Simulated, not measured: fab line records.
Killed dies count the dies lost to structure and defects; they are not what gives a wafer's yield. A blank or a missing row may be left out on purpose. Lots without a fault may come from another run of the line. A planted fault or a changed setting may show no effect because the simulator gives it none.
What tool caused it?	flow nand_harc	24 lots, 72 wafers sampled, at 3 steps of a route of 1302

## WHAT THE GAUGES SHOWED, per wafer
NHARC_A_WL_FILL_INSPECT_15. Usual: 474 for raw_defect_count, sd 140.
lot	measured	on	raw_defect_count	flag
L074	day 20 05:14	defect_inspect-01	392 352 400	
L075	day 21 15:11	defect_inspect-02	314 228 198	
L076	day 21 15:11	defect_inspect-01	603 517 522	
L077	day 21 17:50	defect_inspect-02	575 763 336	
L079	day 22 16:37	defect_inspect-02	376 396 359	
L078	day 22 16:28	defect_inspect-01	259 244 266	
L080	day 23 12:48	defect_inspect-01	488 393 389	
L081	day 24 00:28	defect_inspect-02	592 670 452	
L082	day 24 03:01	defect_inspect-02	535 664 425	
L083	day 24 14:53	defect_inspect-01	599 423 345	
L085	day 25 10:31	defect_inspect-02	426 520 384	
L084	day 25 10:23	defect_inspect-02	315 333 316	
L086	day 25 10:22	defect_inspect-01	418 414 493	
L088	day 26 18:45	defect_inspect-02	402 488 407	
L089	day 26 18:37	defect_inspect-01	537 441 466	
L087	day 26 23:08	defect_inspect-02	873 749 421	
L091	day 27 07:58	defect_inspect-01	378 475 592	
L090	day 27 08:07	defect_inspect-01	627 833 616	
L092	day 28 19:38	defect_inspect-02	449 679 506	
L093	day 28 16:40	defect_inspect-02	545 443 391	
L094	day 29 11:28	defect_inspect-02	384 266 351	
L095	day 29 08:19	defect_inspect-01	502 466 667	
L096	day 30 04:10	defect_inspect-02	499 414 374	
L097	day 30 15:34	defect_inspect-02	817 602 877	

## EACH LOT AND THE TOOL THAT RAN IT (in order: tool; ch and the chambers of the sampled wafers; start)
lot	NHARC_A_SLIT_ETCH_26	NHARC_A_WL_FILL_ALD_02
L074	har_etch-02 ch 0,1, day 19 04:06	ald_metal-04 ch 1,2, day 19 12:54
L075	har_etch-02 ch 0,1, day 20 09:47	ald_metal-02 ch 2,3, day 20 18:29
L076	har_etch-01 ch 0, day 20 10:20	ald_metal-01 ch 0,2, day 20 18:32
L077	har_etch-02 ch 0,1, day 20 13:40	ald_metal-02 ch 1,2, day 20 22:38
L079	har_etch-02 ch 0,1, day 21 13:34	ald_metal-04 ch 0,1,3, day 21 22:18
L078	har_etch-01 ch 1, day 21 14:44	ald_metal-01 ch 0,1,3, day 21 22:28
L080	har_etch-02 ch 0,1, day 22 06:44	ald_metal-02 ch 1,3, day 22 15:16
L081	har_etch-01 ch 0,1, day 22 20:32	ald_metal-04 ch 2,3, day 23 05:28
L082	har_etch-02 ch 0,1, day 22 22:24	ald_metal-02 ch 0,2, day 23 07:11
L083	har_etch-01 ch 0,1, day 23 09:53	ald_metal-04 ch 0,1,3, day 23 18:37
L085	har_etch-01 ch 0,1, day 24 04:01	ald_metal-02 ch 0,1,2, day 24 12:37
L084	har_etch-02 ch 0,1, day 24 04:11	ald_metal-04 ch 1,3, day 24 12:49
L086	har_etch-01 ch 0,1, day 24 09:22	ald_metal-02 ch 0,3, day 24 18:06
L088	har_etch-02 ch 0,1, day 25 16:22	ald_metal-01 ch 0,2, day 26 01:07
L089	har_etch-01 ch 0,1, day 25 17:17	ald_metal-02 ch 2,3, day 26 00:56
L087	har_etch-02 ch 0,1, day 25 20:16	ald_metal-04 ch 1,2,3, day 26 04:52
L091	har_etch-02 ch 0,1, day 26 05:02	ald_metal-01 ch 0,1, day 26 13:56
L090	har_etch-01 ch 0, day 26 05:07	ald_metal-04 ch 0,1,2, day 26 13:40
L092	har_etch-01 ch 0,1, day 27 11:11	ald_metal-04 ch 1,2, day 27 19:53
L093	har_etch-02 ch 0,1, day 27 16:32	ald_metal-02 ch 0,1, day 28 01:11
L094	har_etch-02 ch 0,1, day 28 03:43	ald_metal-01 ch 0,3, day 28 12:38
L095	har_etch-01 ch 0,1, day 28 04:02	ald_metal-02 ch 0,1,3, day 28 12:46
L096	har_etch-02 ch 0,1, day 28 23:12	ald_metal-01 ch 0,2,3, day 29 07:51
L097	har_etch-01 ch 0,1, day 29 11:21	ald_metal-04 ch 0,3, day 29 19:52
- NHARC_A_SLIT_ETCH_26: etches the open film in C4F8/O2/Ar, time 90 s, target depth 400 nm.
- NHARC_A_WL_FILL_ALD_02: deposits TiN, target thk 2 nm, pulse time 3 s, ald cycles 100.

## AS READ BY THE TOOLS THEMSELVES (means over the sampled wafers that have a number; for cases with no such wafer, the mark the record gives instead)
NHARC_A_SLIT_ETCH_26. Usual: drypump_motor_current_A 5.85 A, standard deviation 0.19; showerhead_plenum_p_Torr 3.71 Torr, standard deviation 0.12; throttle_valve_pct 27.619 %, standard deviation 0.009.
lot	tool	drypump_motor_current_A (A)	showerhead_plenum_p_Torr (Torr)	throttle_valve_pct (%)	flag
L074	har_etch-02	5.79	3.75	27.601	
L075	har_etch-02	5.90	3.83	27.617	
L076	har_etch-01	6.07	3.68	27.632	
L077	har_etch-02	5.89	3.83	27.626	
L079	har_etch-02	5.77	3.73	27.621	
L078	har_etch-01	5.67	3.67	27.620	
L080	har_etch-02	5.77	3.73	27.621	
L081	har_etch-01	5.80	3.66	27.611	
L082	har_etch-02	5.79	3.72	27.617	
L083	har_etch-01	5.94	3.66	27.620	
L085	har_etch-01	5.82	3.65	27.621	
L084	har_etch-02	5.89	3.80	27.627	
L086	har_etch-01	5.81	3.65	27.615	
L088	har_etch-02	5.90	3.79	27.620	
L089	har_etch-01	5.93	3.65	27.619	
L087	har_etch-02	5.78	3.70	27.620	
L091	har_etch-02	5.89	3.79	27.620	
L090	har_etch-01	6.09	3.64	27.622	
L092	har_etch-01	5.95	3.63	27.626	
L093	har_etch-02	5.90	3.78	27.606	
L094	har_etch-02	5.78	3.68	27.623	
L095	har_etch-01	5.93	3.63	27.615	
L096	har_etch-02	5.90	3.77	27.618	
L097	har_etch-01	5.96	3.62	27.620	

NHARC_A_WL_FILL_ALD_02. Usual: heater_power_w 1095 W, standard deviation 73; precursor_pulse_height_rel 1.000, standard deviation 0.018.
lot	tool	heater_power_w (W)	precursor_pulse_height_rel	flag
L074	ald_metal-04	1098	1.000	
L075	ald_metal-02	1026	0.995	
L076	ald_metal-01	1072	0.982	
L077	ald_metal-02	1045	0.983	
L079	ald_metal-04	1134	1.000	
L078	ald_metal-01	1064	0.999	
L080	ald_metal-02	1072	1.003	
L081	ald_metal-04	1087	1.001	
L082	ald_metal-02	1002	1.004	
L083	ald_metal-04	1159	0.986	
L085	ald_metal-02	1053	0.999	
L084	ald_metal-04	1137	0.995	
L086	ald_metal-02	1032	1.011	
L088	ald_metal-01	1170	1.003	
L089	ald_metal-02	1028	0.996	
L087	ald_metal-04	1112	1.004	
L091	ald_metal-01	1039	0.995	
L090	ald_metal-04	1141	0.988	
L092	ald_metal-04	1099	1.003	
L093	ald_metal-02	1020	1.001	
L094	ald_metal-01	1057	1.005	
L095	ald_metal-02	1067	1.015	
L096	ald_metal-01	1096	0.992	
L097	ald_metal-04	1148	0.993	

## THE ANSWER, worked out from the rows above alone
Rule: take the mean of a lot's wafers that have a number; if it is more than 3 standard deviations from the usual mean, the lot is off. A lot without any number at a reading at which 4 lots or more have one is off too. The other lots that the step has rows for count as sound. The gauges are gone through in route order, then the tools' own readings, and for those a lot's mean is taken as printed above. The first step at which some lot is off is used, and at that step the reading that is off furthest; a lot without a number counts as furthest.
No lot is off on any of the readings shown, so nothing can be concluded from this.

## WHAT THE SIMULATOR PUT IN
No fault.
